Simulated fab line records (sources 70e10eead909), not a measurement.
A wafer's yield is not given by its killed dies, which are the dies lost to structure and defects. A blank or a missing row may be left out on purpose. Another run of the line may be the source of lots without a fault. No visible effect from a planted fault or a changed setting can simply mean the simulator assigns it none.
Chamber matching ; flow nand-harc ; 4 sister chambers for NHARC_A_M1_CMP_23 on cmp-02
The step polishes, t overpolish 20 s, target thk 154.34 nm. 4 wafers are shown with their chamber, then 7 later ones without.

== WAFERS, EACH WITH ITS CHAMBER ==
wafer;chamber;motor-current-A (A)
L083.1;2;13.5
L083.3;3;10.7
L084.3;0;9.8
L084.4;1;11.5

== WAFERS MISSING THEIR CHAMBER ==
wafer;motor-current-A (A)
L084.5;11.0
L089.1;13.7
L089.2;11.5
L089.6;11.2
L091.2;10.8
L091.3;9.6
L091.6;13.5

== WHICH CHAMBER EACH WENT THROUGH ==
wafer;from the rows above;in truth
L084.5;can't be placed: 3 or 1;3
L089.1;2;2
L089.2;1;1
L089.6;can't be placed: 1 or 3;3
L091.2;3;3
L091.3;0;0
L091.6;2;2
5 of 7 placed correctly. These rows do not allow placing 2 (true chamber among the candidates in 2). Number placed wrongly: 0.
How it was worked out, from the rows above alone: a wafer's distance from a chamber is the root of the sum, over the readings, of the square of ((its reading less the chamber's mean) divided by the reading's scatter). The wafer belongs to the nearest chamber; if the next one is less than 2 further off, it can't be placed. The mean given for a chamber averages the wafers shown for that chamber. The scatter: with one shown wafer a chamber, the root of the mean of the squares of how far each hidden wafer lies from its nearest shown one.
